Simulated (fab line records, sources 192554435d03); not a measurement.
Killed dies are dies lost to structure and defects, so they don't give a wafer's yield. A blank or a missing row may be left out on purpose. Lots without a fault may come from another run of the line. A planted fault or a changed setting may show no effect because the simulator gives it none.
Chamber matching | flow n5_finfet | N5_DUMMY_GATE_ALD_02 on ald_sin-01: 4 sister chambers
The step deposits SiO2, target thk 2 nm, pulse time 1 s. 8 wafers are shown with their chamber, then 8 later ones without.

WAFERS WITH THEIR CHAMBER
wafer  | chamber | heater_power_outer_w (W) | heater_power_w (W)
L082.6 | 1       | 271                      | 474
L083.1 | 2       | 271                      | 459
L083.6 | 2       | 268                      | 450
L084.4 | 1       | 273                      | 472
L087.2 | 3       | 227                      | 440
L087.3 | 0       | 267                      | 496
L087.5 | 3       | 229                      | 442
L092.1 | 0       | 274                      | 498

WAFERS WITHOUT THEIR CHAMBER
wafer  | heater_power_outer_w (W) | heater_power_w (W)
L092.2 | 269                      | 469
L092.3 | 274                      | 480
L093.1 | 266                      | 508
L093.3 | 267                      | 468
L093.5 | 272                      | 474
L097.3 | 266                      | 487
L097.5 | 234                      | 443
L097.6 | 272                      | 458

WHICH CHAMBER EACH WENT THROUGH
wafer  | from the rows above     | in truth
L092.2 | 1                       | 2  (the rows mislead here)
L092.3 | 1                       | 1
L093.1 | 0                       | 0
L093.3 | can't be placed: 1 or 2 | 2
L093.5 | 1                       | 1
L097.3 | can't be placed: 0 or 1 | 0
L097.5 | 3                       | 3
L097.6 | 2                       | 2
Placed correctly: 5 of 8. Can't be placed from these rows: 2 (the true chamber is among the candidates in 2). Placed wrongly: 1.
How it was worked out, from the rows above alone: a wafer's distance from a chamber is the root of the sum, over the readings, of the square of ((its reading less the chamber's mean) divided by the reading's scatter). The wafer belongs to the nearest chamber; if the next one is less than 2 further off, it can't be placed. A chamber's mean is the mean of its shown wafers. The scatter: the root of (the sum of the squares of (reading less its chamber's mean) over the shown wafers, divided by (wafers less chambers)).
